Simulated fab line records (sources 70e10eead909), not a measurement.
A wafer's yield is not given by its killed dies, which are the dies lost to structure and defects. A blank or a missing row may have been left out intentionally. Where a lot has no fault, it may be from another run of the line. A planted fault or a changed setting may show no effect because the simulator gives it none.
Which tool did it? + flow nand_harc + at 1 step of a route of 1302, 12 lots with 36 wafers sampled

== WHAT THE GAUGES SHOWED, per wafer ==
NHARC_P_GATE_CD_MEAS_91: target cd 2000 nm. Usual: 2000.3 nm for cd_nm, sd 1.7.
| lot  | measured     | on        | cd_nm (nm)           | flag |
|------|--------------|-----------|----------------------|------|
| L454 | day 5 17:57  | cd_sem-01 | 1993.9 1997.7 1997.9 |      |
| L456 | day 6 16:56  | cd_sem-01 | 1997.4 2000.4 2000.4 |      |
| L459 | day 7 19:11  | cd_sem-03 | 2000.4 1998.3 2000.9 |      |
| L460 | day 8 12:44  | cd_sem-02 | 2003.4 1999.4 2000.1 |      |
| L462 | day 9 01:31  | cd_sem-01 | 2000.4 2002.8 2001.5 |      |
| L464 | day 9 20:16  | cd_sem-02 | 1995.4 2000.4 2000.1 |      |
| L466 | day 10 11:03 | cd_sem-03 | 2001.5 2002.2 1999.9 |      |
| L465 | day 10 17:02 | cd_sem-03 | 2001.2 2002.8 2000.1 |      |
| L467 | day 11 08:59 | cd_sem-03 | 1998.8 2000.9 1996.9 |      |
| L468 | day 11 19:43 | cd_sem-02 | 2000.6 2002.1 2001.3 |      |
| L476 | day 15 01:08 | cd_sem-02 | 2000.4 2001.9 2002.4 |      |
| L477 | day 15 09:53 | cd_sem-02 | 1999.8 2001.3 2001.9 |      |

== EACH LOT AND THE TOOL THAT RAN IT (in order: tool; ch and the chambers of the sampled wafers; start) ==
The record holds no process step before these readings.

== WHAT THE TOOLS THEMSELVES READ (means of the sampled wafers that have a number; where no wafer has one, the mark that the record gives instead) ==
The record holds no such reading with a usual standard deviation.

== THE ANSWER, worked out from the rows above alone ==
Rule: lot off if the mean of its wafers having a number is beyond 3 standard deviations from the usual mean. Also off: a lot with no number at a reading for which 4 or more lots have one. Where the step has rows for the other lots, those lots are counted as sound. First the gauges in route order, then the tools' own readings, where a lot's mean is used as printed above. At the first step where some lot is off, the reading lying furthest off is the one used; lots without a number count as furthest.
None of the lots is off at any reading shown; this tells nothing.

== WHAT THE SIMULATOR HAD PUT IN ==
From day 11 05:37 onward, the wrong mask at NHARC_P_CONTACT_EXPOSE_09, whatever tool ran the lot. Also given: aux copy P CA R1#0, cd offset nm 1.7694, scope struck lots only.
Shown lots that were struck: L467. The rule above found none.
